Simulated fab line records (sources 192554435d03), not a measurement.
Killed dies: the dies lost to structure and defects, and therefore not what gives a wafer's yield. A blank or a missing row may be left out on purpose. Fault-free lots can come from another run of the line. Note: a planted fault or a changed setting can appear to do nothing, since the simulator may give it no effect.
fab line records ; flow n5-finfet
record: lots: 4; wafers: 12; last-day: 15
route steps=1938 shown BEOL_M1@799 BEOL_M4@1111 PASSIVATION@1936
lots that met no fault: from a run of the same line without faults
start-h: hours from the record's first day to the start of the lot's first wafer shown ; wait-h: time in hours since the lot's previous step ; " as in the row above ; L1.1+2: several wafers, shown together as one row ; - either no value or no given start ; * or withheld: withheld ; < > ~ a bound
route shown NAME@n: a module of which the file shows steps, and the number in the route of the first ; usual: mean and standard deviation over wafers with no fault ; same: alike in all rows ; chamber/n: place in a boat ; sites: each site's reading ; _std_site: their standard deviation ; _edge_site: mean of outer sites minus mean of inner sites ; radius-mm: for every site, how far away it sits from the centre of the wafer ; mask NAME#n: copy n ; behind: tool/chamber where the wafer was last shaped ; hold: why the lot went on hold/how many hours it stayed there/how the hold came to an end ; device: which transistor (n, p or np) failed to switch ; end of line: the same wafers' tests at the end of the route ; a step given without rows: its recipe and nothing more ; killed: the dies lost at the first sort to structure and to defects; this is not the yield of the wafer ; map: a wafer's dies, marking killed ones x, the rest . and places with no die _
set.NAME: the setting the step ran with; set.NAME@STEP: the setting that earlier step ran with ; model.NAME: the simulator's own value behind a step, which no gauge read
lots at selected steps of the route; one table per step, one row per wafer
services: the hour from which a tool's chamber was out of use, counted from the record's first day as start-h (under 0 if before that day), plus the number of hours and why
== steps ==
step: N5_BEOL_M1_STRIP_36
recipe: chemistry: N2/H2; power-w: 450; temp-c: 40; pressure-mtorr: 20; rf-frequency-hz: 6e+07; overash-fraction: 0.3; bias-power-w: 7; h2-frac: 0.5; n2-flow-sccm: 200; h2-flow-sccm: 200
step: N5_BEOL_M1_TRENCH_ETCH_37
recipe: chemistry: C4F6/O2; target-depth-a: 552.07; target: SiOC; time-s: 29; ion-energy-ev: 250; pressure-mtorr: 30; source-w: 355; bias-w: 185; Ar_flow_sccm: 300; C4F6_flow_sccm: 10; O2_flow_sccm: 10
step: N5_BEOL_M1_ETCH_41
recipe: chemistry: CH3F/O2; target: SiCN; target-depth-a: 319; taper-deg: 2; time-s: 57.8; ion-energy-ev: 120; mask-material: TiN; pressure-mtorr: 30; source-w: 395; bias-w: 75; Ar_flow_sccm: 150; CH3F_flow_sccm: 30; O2_flow_sccm: 20
step: N5_BEOL_M1_STRIP_97
recipe: chemistry: N2/H2; time-s: 10; power-w: 450; temp-c: 40; pressure-mtorr: 20; rf-frequency-hz: 6e+07; bias-power-w: 7; n2-flow-sccm: 200; h2-flow-sccm: 200
step: N5_BEOL_M1_HM_STRIP_39
recipe: chemistry: peroxide-tin-strip; material: TiN; target-depth-a: 250; temp-c: 50; time-s: 158
step: N5_BEOL_M1_SRD_40
recipe: time-s: 30; temp-c: 23; rinse-liquid: diw; dry: ipa-marangoni
step: N5_BEOL_M1_PRECLEAN_42
recipe: chemistry: residue-remover; time-s: 60; temp-c: 40
step: N5_BEOL_M1_SRD_43
recipe: time-s: 30; temp-c: 23; rinse-liquid: diw; dry: ipa-marangoni
step: N5_BEOL_M1_DEGAS_44
recipe: ambient: vacuum; temp-c: 250; time-s: 60
step: N5_BEOL_M1_PRE_CLEAN_45
recipe: gas: H2/He; time-s: 30; temp-c: 250
step: N5_BEOL_M1_ALD_84
recipe: material: TaN; target-thk-a: *; temp-c: 275; ald-precursor-family: PDMAT; ald-co-reactant: NH3; pressure-torr: 3; carrier-flow-sccm: 1500; pulse-time-s: 2; purge-time-s: 3; co-reactant-purge-time-s: 2; co-reactant-pulse-time-s: 3; ald-cycles: 30; precursor-vessel-temp-c: 75; precursor-vessel-pressure-torr: 26.25; precursor-vessel-carrier-sccm: 1000
usual: ald-cycles: 30/0; chamber-pressure-Torr: 3.000/0.006; heater-power-outer-w: 231/21; heater-power-w: 424/42
lot.wafer;tool;chamber;start-h;wait-h;ald-cycles;chamber-pressure-Torr;heater-power-outer-w;heater-power-w;since-wet-clean-h
L995.1;ald-metal-02;2;127.70;0.3;30;3.007;200;375;2867
L995.5;ald-metal-02;1;127.70;0.3;30;3.003;212;376;-
L995.6;ald-metal-02;2;127.70;0.3;30;3.004;194;364;-
L106.3;ald-metal-04;3;195.17;0.2;-;-;-;-;-
L106.4;ald-metal-04;1;195.17;0.2;-;-;-;-;-
L106.6;ald-metal-04;1;195.17;0.2;-;-;-;-;-
L107.2;ald-metal-02;3;200.52;0.0;-;-;-;-;-
L107.5;ald-metal-02;3;200.52;0.0;-;-;-;-;-
L107.6;ald-metal-02;0;200.52;0.0;-;-;-;-;-
L109.1;ald-metal-04;1;211.91;0.0;30;3.001;262;496;6029
L109.3;ald-metal-04;3;211.91;0.0;30;2.990;233;435;6029
L109.4;ald-metal-04;2;211.91;0.0;30;2.996;244;420;6029
step: N5_BEOL_M1_SURFACE_TREAT_85
recipe: gas: Ar; time-s: *; ion-energy-ev: *; ion-current-ma-cm2: 0.5; pressure-mtorr: *; ar-flow-sccm: 30
step: N5_BEOL_M1_CVD_47
recipe: material: Co; target-thk-a: 30; temp-c: withheld; precursor: CCTBA/H2; pressure-torr: 30; time-s: 223.8
step: N5_BEOL_M1_SPUTTER_48
recipe: material: Cu; target-thk-a: 45; temp-c: -20; chamber-pressure-pa: 0.07; power-w: withheld; time-s: 8.29
step: N5_BEOL_M1_ANNEAL_49
recipe: temp-c: 400; time-s: 240; ambient: vacuum
step: N5_BEOL_M1_SPUTTER_79
recipe: material: Cu; target-thk-a: 45; temp-c: -20; chamber-pressure-pa: 0.07; power-w: withheld; time-s: 8.29
step: N5_BEOL_M1_ANNEAL_80
recipe: temp-c: 400; time-s: 240; ambient: vacuum
step: N5_BEOL_M1_SPUTTER_81
recipe: material: Cu; target-thk-a: 45; temp-c: -20; chamber-pressure-pa: 0.07; power-w: withheld; time-s: 8.29
step: N5_BEOL_M1_ANNEAL_82
recipe: temp-c: 400; time-s: 240; ambient: vacuum
step: N5_BEOL_M1_SPUTTER_86
recipe: material: Cu; target-thk-a: 45; temp-c: -20; chamber-pressure-pa: 0.07; power-w: withheld; time-s: 8.29
step: N5_BEOL_M1_ANNEAL_87
recipe: temp-c: 400; time-s: 240; ambient: vacuum
step: N5_BEOL_M1_SPUTTER_88
recipe: material: Cu; target-thk-a: 45; temp-c: -20; chamber-pressure-pa: 0.07; power-w: withheld; time-s: 8.29
step: N5_BEOL_M1_ANNEAL_89
recipe: temp-c: 400; time-s: 240; ambient: vacuum
step: N5_BEOL_M1_SPUTTER_90
recipe: material: Cu; target-thk-a: 45; temp-c: -20; chamber-pressure-pa: 0.07; power-w: withheld; time-s: 8.29
step: N5_BEOL_M1_ANNEAL_91
recipe: temp-c: 400; time-s: 240; ambient: vacuum
step: N5_BEOL_M1_SPUTTER_92
recipe: material: Cu; target-thk-a: 45; temp-c: -20; chamber-pressure-pa: 0.07; power-w: withheld; time-s: 8.29
step: N5_BEOL_M1_ANNEAL_93
recipe: temp-c: 400; time-s: 240; ambient: vacuum
step: N5_BEOL_M1_SPUTTER_94
recipe: material: Cu; target-thk-a: 45; temp-c: -20; chamber-pressure-pa: 0.07; power-w: withheld; time-s: 8.29
step: N5_BEOL_M1_ANNEAL_95
recipe: temp-c: 400; time-s: 240; ambient: vacuum
step: N5_BEOL_M1_SPUTTER_96
recipe: material: Cu; target-thk-a: 45; temp-c: -20; chamber-pressure-pa: 0.07; power-w: withheld; time-s: 8.29
step: N5_BEOL_M1_ECD_50
recipe: material: Cu; target-thk-a: 3000
step: N5_BEOL_M1_ANNEAL_51
recipe: temp-c: 225; time-s: 90; ambient: N2
step: N5_BEOL_M1_CMP_52
recipe: stop-on: SiOC; t-overpolish-s: 6.8; down-force-psi: 1; platen-rpm: 50; clearing-platen-down-force-psi: 1.5; clearing-platen-rpm: 50; post-cmp-clean: cu-alkaline; target-thk-nm: 40; clearing-platen-pad-velocity-m-s: 0.99484; pad-velocity-m-s: 0.99484
usual: barrier-field-endpoint-s: 24.3/0.66; motor-current-A: 5.9/0.73
lot.wafer;tool;chamber;start-h;wait-h;barrier-field-endpoint-s;motor-current-A
L995.1;cmp-02;2;134.38;0.3;23.6;6.4
L995.6;cmp-02;0;134.38;0.3;24.2;5.6
L995.5;cmp-02;1;134.38;0.3;24.5;6.0
L106.4;cmp-04;1;198.18;0.1;22.9;6.6
L106.3;cmp-04;3;198.18;0.1;23.3;4.5
L106.6;cmp-04;1;198.18;0.1;22.6;6.7
L107.2;cmp-02;2;203.36;0.3;21.5;6.1
L107.6;cmp-02;0;203.36;0.3;22.3;5.4
L107.5;cmp-02;1;203.36;0.3;22.2;6.5
L109.1;cmp-04;3;216.82;0.3;24.1;4.6
L109.3;cmp-04;0;216.82;0.3;24.6;5.4
L109.4;cmp-04;1;216.82;0.3;24.2;6.7
step: N5_BEOL_M4_RC_MEAS_101
usual: DIBL_N: 36.0/1.6; DIBL_P: 36.1/2; IOFF_N: 0.160/0.029; IOFF_P: 0.21/0.039; ION_N: 675/13; ION_P: 464/8.8; SS_N: 71.5/0.58; SS_P: 73.3/0.65; VT_N: 250/3.3; VT_P: -249/3.6
lot.wafer;tool;chamber;start-h;wait-h;DIBL_N[mV/V];DIBL_P[mV/V];IOFF_N[nA/um];IOFF_P[nA/um];ION_N[uA/um];ION_P[uA/um];SS_N[mV/dec];SS_P[mV/dec];VT_N[mV];VT_P[mV]
L995.1;prober-02;0;163.92;0.0;34.0;31.5;0.107;0.14;654;448;70.2;73.1;254;-256
L995.5;prober-02;0;163.92;0.0;35.0;32.7;0.117;0.15;656;445;71.0;72.7;256;-255
L995.6;prober-02;0;163.92;0.0;35.7;34.8;0.131;0.19;658;460;71.1;73.1;251;-252
L109.1;prober-02;0;244.03;0.0;36.5;35.4;0.163;0.22;673;463;71.4;73.5;250;-248
L109.3;prober-02;0;244.03;0.0;34.7;34.4;0.143;0.20;686;467;71.8;72.1;249;-251
L109.4;prober-02;0;244.03;0.0;37.0;36.9;0.184;0.24;688;476;71.2;74.4;243;-245
step: N5_PASSIVATION_PROBE_49
usual: defect-limited-yield: 91.0/1.3; killed_at_M0_to_M3: 36/9.5; killed_at_M4_up: 14/5.6; killed-at-contacts: 12/6.4; killed-at-front-end: 40/10; killed-at-other: 3.2/3; killed-dies: 107/15; killed-on-rim: 15/4.5; killed-open: 69/12; killed-short: 35/7.7; sort_bin_4_leakage: 0/0; sort_bin_5_function: 5.3/0.91; sort_bin_6_memory: 3.3/0.65; sort-n-pass: 1073/15; sort-yield-pct: 91.0/1.3
same: gross-dies: 1180; killed-at-back-side: 0; sort_bin_8_speed[%]: 0
lot.wafer;tool;chamber;start-h;wait-h;defect-limited-yield[%];killed_at_M0_to_M3;killed_at_M4_up;killed-at-contacts;killed-at-front-end;killed-at-other;killed-dies;killed-on-rim;killed-open;killed-short;sort_bin_4_leakage[%];sort_bin_5_function[%];sort_bin_6_memory[%];sort-n-pass;sort-yield-pct[%]
L995.1;prober-02;-;270.11;0.0;91.5;29;10;4;52;5;100;14;71;29;0;5.4;2.8;1080;91.5
L995.5;prober-02;-;270.31;0.2;92.5;24;16;11;28;10;89;10;59;30;0;4.3;3.0;1091;92.5
L995.6;prober-02;-;270.36;0.3;93.9;28;9;11;24;0;72;12;52;19;0;3.3;2.4;1108;93.9
L107.2;prober-02;-;347.39;0.1;0;1107;13;10;46;4;1180;152;57;30;92.12;4.2;3.1;0;0
L107.5;prober-02;-;347.54;0.2;0;1122;9;6;31;12;1180;152;48;37;92.54;3.5;3.6;0;0
L107.6;prober-02;-;347.59;0.3;0;1107;14;6;47;6;1180;152;61;38;91.53;5.2;3.1;0;0
L106.3;prober-01;-;354.78;0.1;0;1108;16;14;38;4;1180;152;78;43;89.49;6.3;4.2;0;0
L106.4;prober-01;-;354.83;0.2;0;1106;15;20;39;0;1180;152;73;36;90.68;5.8;3.1;0;0
L106.6;prober-01;-;354.93;0.3;0;1114;13;20;31;2;1180;152;67;22;92.46;4.8;2.5;0;0
killed by level:class
L995.1 STI_FIN_REVEAL:geometric-particle:open=24 FIN_SAQP:geometric-particle:open=10 BEOL_M2:geometric-particle:open=10 BEOL_M0_SAQP:geometric-particle:short=7 BEOL_M4:geometric-particle:open=7 STI_FIN_REVEAL:geometric-particle:short=5 BEOL_M0_SAQP:geometric-particle:open=5 STARTING-WAFER:geometric-particle:short=3
L995.5 MOL_CONTACT_COAG:geometric-particle:open=9 BEOL_M1:geometric-particle:open=8 FIN_SAQP:geometric-particle:short=6 BEOL_M4:geometric-particle:open=6 FIN_SAQP:geometric-particle:open=5 BEOL_M3:geometric-particle:open=5 BEOL_M4:geometric-particle:short=5 BEOL_M0_SAQP:geometric-particle:short=3
L995.6 BEOL_M2:geometric-particle:open=12 MOL_CONTACT_COAG:geometric-particle:open=8 FIN_SAQP:geometric-particle:open=6 BEOL_M4:geometric-particle:open=6 STI_FIN_REVEAL:geometric-particle:open=4 DUMMY_GATE:geometric-particle:open=4 STI_FIN_REVEAL:geometric-particle:short=3 MOL_CONTACT_COAG:geometric-particle:short=3
L107.2 BEOL_M1:area-ald=1070 M1:area-ald=17 FIN_SAQP:geometric-particle:open=15 FIN_SAQP:geometric-particle:short=15 MOL_CONTACT_COAG:geometric-particle:open=9 BEOL_M4:geometric-particle:open=7 BEOL_M0_SAQP:geometric-particle:open=5 DUMMY_GATE:geometric-particle:open=4
L107.5 BEOL_M1:area-ald=1077 M1:area-ald=15 BEOL_M0_SAQP:geometric-particle:short=10 BEOL_M0_SAQP:geometric-particle:open=9 PAD_METAL:geometric-particle:short=8 MOL_CONTACT_COAG:geometric-particle:open=6 FIN_SAQP:geometric-particle:short=6 STI_FIN_REVEAL:geometric-particle:open=6
L107.6 BEOL_M1:area-ald=1055 M1:area-ald=25 BEOL_M2:geometric-particle:open=8 FIN_SAQP:geometric-particle:short=7 STI_FIN_REVEAL:geometric-particle:open=7 BEOL_M0_SAQP:geometric-particle:short=7 BEOL_M3:geometric-particle:open=6 FIN_SAQP:geometric-particle:open=5
L106.3 BEOL_M1:area-ald=1035 M1:area-ald=21 BEOL_M0_SAQP:geometric-particle:open=18 BEOL_M0_SAQP:geometric-particle:short=12 MOL_CONTACT_COAG:geometric-particle:open=10 STI_FIN_REVEAL:geometric-particle:open=7 GATE_CUT:geometric-particle:short=6 BEOL_M4:geometric-particle:open=6
L106.4 BEOL_M1:area-ald=1046 M1:area-ald=24 MOL_CONTACT_COAG:geometric-particle:open=17 BEOL_M3:geometric-particle:open=11 BEOL_M4:geometric-particle:open=9 ILD0:geometric-particle:short=7 BEOL_M0_SAQP:geometric-particle:short=7 FIN_SAQP:geometric-particle:short=5
L106.6 BEOL_M1:area-ald=1076 MOL_CONTACT_COAG:geometric-particle:open=16 M1:area-ald=15 STI_FIN_REVEAL:geometric-particle:open=8 BEOL_M3:geometric-particle:open=7 BEOL_M1:geometric-particle:open=6 BEOL_M4:geometric-particle:open=6 GATE_CUT:geometric-particle:short=5
map L106.3 (x killed, . not)
_________________xxxxxxxxxxxx________________
______________xxxxxxxxxxxxxxxxxx_____________
___________xxxxxxxxxxxxxxxxxxxxxxxx__________
__________xxxxxxxxxxxxxxxxxxxxxxxxxx_________
________xxxxxxxxxxxxxxxxxxxxxxxxxxxxxx_______
_______xxxxxxxxxxxxxxxxxxxxxxxxxxxxxxxx______
______xxxxxxxxxxxxxxxxxxxxxxxxxxxxxxxxxx_____
_____xxxxxxxxxxxxxxxxxxxxxxxxxxxxxxxxxxxx____
____xxxxxxxxxxxxxxxxxxxxxxxxxxxxxxxxxxxxxx___
___xxxxxxxxxxxxxxxxxxxxxxxxxxxxxxxxxxxxxxxx__
___xxxxxxxxxxxxxxxxxxxxxxxxxxxxxxxxxxxxxxxx__
__xxxxxxxxxxxxxxxxxxxxxxxxxxxxxxxxxxxxxxxxxx_
__xxxxxxxxxxxxxxxxxxxxxxxxxxxxxxxxxxxxxxxxxx_
_xxxxxxxxxxxxxxxxxxxxxxxxxxxxxxxxxxxxxxxxxxxx
_xxxxxxxxxxxxxxxxxxxxxxxxxxxxxxxxxxxxxxxxxxxx
_xxxxxxxxxxxxxxxxxxxxxxxxxxxxxxxxxxxxxxxxxxxx
_xxxxxxxxxxxxxxxxxxxxxxxxxxxxxxxxxxxxxxxxxxxx
_xxxxxxxxxxxxxxxxxxxxxxxxxxxxxxxxxxxxxxxxxxxx
_xxxxxxxxxxxxxxxxxxxxxxxxxxxxxxxxxxxxxxxxxxxx
_xxxxxxxxxxxxxxxxxxxxxxxxxxxxxxxxxxxxxxxxxxxx
_xxxxxxxxxxxxxxxxxxxxxxxxxxxxxxxxxxxxxxxxxxxx
__xxxxxxxxxxxxxxxxxxxxxxxxxxxxxxxxxxxxxxxxxx_
__xxxxxxxxxxxxxxxxxxxxxxxxxxxxxxxxxxxxxxxxxx_
___xxxxxxxxxxxxxxxxxxxxxxxxxxxxxxxxxxxxxxxx__
___xxxxxxxxxxxxxxxxxxxxxxxxxxxxxxxxxxxxxxxx__
____xxxxxxxxxxxxxxxxxxxxxxxxxxxxxxxxxxxxxx___
_____xxxxxxxxxxxxxxxxxxxxxxxxxxxxxxxxxxxx____
______xxxxxxxxxxxxxxxxxxxxxxxxxxxxxxxxxx_____
_______xxxxxxxxxxxxxxxxxxxxxxxxxxxxxxxx______
________xxxxxxxxxxxxxxxxxxxxxxxxxxxxxx_______
__________xxxxxxxxxxxxxxxxxxxxxxxxxx_________
___________xxxxxxxxxxxxxxxxxxxxxxxx__________
______________xxxxxxxxxxxxxxxxxx_____________
_________________xxxxxxxxxxxx________________
map L107.2 (x killed, . not)
_________________xxxxxxxxxxxx________________
______________xxxxxxxxxxxxxxxxxx_____________
___________xxxxxxxxxxxxxxxxxxxxxxxx__________
__________xxxxxxxxxxxxxxxxxxxxxxxxxx_________
________xxxxxxxxxxxxxxxxxxxxxxxxxxxxxx_______
_______xxxxxxxxxxxxxxxxxxxxxxxxxxxxxxxx______
______xxxxxxxxxxxxxxxxxxxxxxxxxxxxxxxxxx_____
_____xxxxxxxxxxxxxxxxxxxxxxxxxxxxxxxxxxxx____
____xxxxxxxxxxxxxxxxxxxxxxxxxxxxxxxxxxxxxx___
___xxxxxxxxxxxxxxxxxxxxxxxxxxxxxxxxxxxxxxxx__
___xxxxxxxxxxxxxxxxxxxxxxxxxxxxxxxxxxxxxxxx__
__xxxxxxxxxxxxxxxxxxxxxxxxxxxxxxxxxxxxxxxxxx_
__xxxxxxxxxxxxxxxxxxxxxxxxxxxxxxxxxxxxxxxxxx_
_xxxxxxxxxxxxxxxxxxxxxxxxxxxxxxxxxxxxxxxxxxxx
_xxxxxxxxxxxxxxxxxxxxxxxxxxxxxxxxxxxxxxxxxxxx
_xxxxxxxxxxxxxxxxxxxxxxxxxxxxxxxxxxxxxxxxxxxx
_xxxxxxxxxxxxxxxxxxxxxxxxxxxxxxxxxxxxxxxxxxxx
_xxxxxxxxxxxxxxxxxxxxxxxxxxxxxxxxxxxxxxxxxxxx
_xxxxxxxxxxxxxxxxxxxxxxxxxxxxxxxxxxxxxxxxxxxx
_xxxxxxxxxxxxxxxxxxxxxxxxxxxxxxxxxxxxxxxxxxxx
_xxxxxxxxxxxxxxxxxxxxxxxxxxxxxxxxxxxxxxxxxxxx
__xxxxxxxxxxxxxxxxxxxxxxxxxxxxxxxxxxxxxxxxxx_
__xxxxxxxxxxxxxxxxxxxxxxxxxxxxxxxxxxxxxxxxxx_
___xxxxxxxxxxxxxxxxxxxxxxxxxxxxxxxxxxxxxxxx__
___xxxxxxxxxxxxxxxxxxxxxxxxxxxxxxxxxxxxxxxx__
____xxxxxxxxxxxxxxxxxxxxxxxxxxxxxxxxxxxxxx___
_____xxxxxxxxxxxxxxxxxxxxxxxxxxxxxxxxxxxx____
______xxxxxxxxxxxxxxxxxxxxxxxxxxxxxxxxxx_____
_______xxxxxxxxxxxxxxxxxxxxxxxxxxxxxxxx______
________xxxxxxxxxxxxxxxxxxxxxxxxxxxxxx_______
__________xxxxxxxxxxxxxxxxxxxxxxxxxx_________
___________xxxxxxxxxxxxxxxxxxxxxxxx__________
______________xxxxxxxxxxxxxxxxxx_____________
_________________xxxxxxxxxxxx________________
== services ==
tool;chamber;start-h;hours;kind
cmp-02;-;119.96;2.1;repair
ald-metal-02;3;120.85;3.3;repair
cmp-02;-;135.25;4.0;pm
cmp-02;-;139.25;-;consumable-replace:conditioner
cmp-02;-;139.25;-;consumable-replace:pad
cmp-04;-;159.73;1.9;repair
ald-metal-02;-;160.91;2.8;pm
cmp-02;-;199.17;2.7;repair
== key ==
first-sign: step: N5_BEOL_M1_ALD_84; reading: tool-record; direction: missing
effect: step: N5_BEOL_M1_CMP_52; reading: barrier-field-endpoint-s; direction: down; sigmas: 2.7; usual: 24.3; struck: 22.5
effect: step: N5_PASSIVATION_PROBE_49; reading: sort_bin_4_leakage; direction: up; sigmas: 99+; usual: 0; struck: 91.47
more-kills-born-at: N5_BEOL_M1_ALD_84@ald-metal-02: 3257; N5_BEOL_M1_ALD_84@ald-metal-04: 3217
met-at N5_BEOL_M1_ALD_84
struck-wafers L106.3,L106.4,L106.6,L107.2,L107.5,L107.6
later-rows-left-out L106.3,L106.4,L106.6,L107.2,L107.5,L107.6
onset-between 127.70 195.17
fault: kind: skipped-step-whole; tool: ald-metal-02,ald-metal-04; chamber: -; onset-h: 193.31; steps: N5_BEOL_M1_ALD_84; scope: struck-lots-only
later-rows-left-out: the simulator's readings of these wafers behind a module that went badly wrong aren't trusted and aren't shown, but for the sort
